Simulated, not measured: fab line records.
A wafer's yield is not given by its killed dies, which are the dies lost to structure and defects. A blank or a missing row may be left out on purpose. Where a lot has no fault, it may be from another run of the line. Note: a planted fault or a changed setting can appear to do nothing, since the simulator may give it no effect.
Problem report in the 8D (eight disciplines) form, filled by code | flow n5-finfet | the parts of the form that need people (team, actions taken, sign-off) are left out

== 1. WHAT WENT WRONG ==
Wafers without a fault read 63.3 s, standard deviation 3; time-to-endpoint-s at N5_BEOL_M3_CMP_52 reads a mean of 83.2 s on 4 wafers belonging to 3 lots. Relative to the usual mean, that is a shift of +6.7 standard deviations.
The step: polishes, stops on SiOC, t overpolish 6.8 s, target thk 40 nm.
The first sign was on wafer L890.3 at day 10 08:40, on cmp-02. At this step, 28 wafers from 10 lots have a number in the record. Rule for "out" (also "out of limits"): further than 4 standard deviations from the usual mean. The other wafers with a number count as sound.

== 2. WHAT IT IS, AND WHAT IT ISN'T ==
question                    | is                             | is not
which readings at this step | time-to-endpoint-s             | motor-current-A
which lots                  | L890, L891, L893               | L882, L883, L887, L896, L899, L901, L903
which wafers of those lots  | L890.3, L891.3, L891.5, L893.3 | L890.1, L890.4, L893.6
read on which tools         | cmp-02, cmp-04                 | cmp-03
when                        | from day 10 08:40              | up to then (11 sound wafers); but 13 sound wafers of L893, L896, L899, L901, L903 came after

== 3. WHAT RULES OUT EACH SUSPECT ==
Counting: any tool at a process step up to the reading remains a suspect provided it ran every lot that is out. Sound lots after the first of them don't rule it out here, since some wafers of a struck lot are sound.
- ecd-cu-01 at N5_BEOL_M3_ECD_50 (material Cu, target thk 300 nm): kept. It processed each lot that is out (first: L890, day 10 08:18); up to then, its last sound lot is L887 (day 9 04:30).
After counting, what remains is ecd-cu-01 at N5_BEOL_M3_ECD_50.

== 4. THE CAUSE (what the simulator had put in) ==
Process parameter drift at N5_BEOL_M3_ECD_50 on ecd-cu-01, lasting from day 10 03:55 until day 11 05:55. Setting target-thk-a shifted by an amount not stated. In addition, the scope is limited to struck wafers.
Counting left only this tool.

== 5. THE EFFECT CHAIN, in route order ==
Each row: a reading whose mean over the struck wafers that have a number lies more than 3 standard deviations from the usual. Scope: only readings with a usual standard deviation given in the record; hours: median across lots of the time from each lot's start at the first step in this table that gives one to its start at this step; sigmas: change in usual standard deviations.
hours | step              | reading            | usual  | on struck wafers | change | sigmas
0     | N5_BEOL_M3_CMP_52 | time-to-endpoint-s | 63.3 s | 83.2             | +20.0  | +6.7
Process steps it contains:
- N5_BEOL_M3_CMP_52: polishes, stops on SiOC, t overpolish 6.8 s, target thk 40 nm.
At these later measuring or inspecting steps, every struck wafer for which the step has a row has a number for every such reading, and none has moved that far: N5_BEOL_M3_THK_MEAS_53, N5_BEOL_M4_RC_MEAS_101.

== 6. WHAT WOULD HAVE CAUGHT IT SOONER ==
First out-of-limits reading in this record: day 10 08:40, which is 5 hours after fault onset at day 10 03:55.
Lots out: 3; of these, L891, L893 started N5_BEOL_M3_ECD_50 on ecd-cu-01 after day 10 08:40. A hold on the tool at that time would have spared those 2.
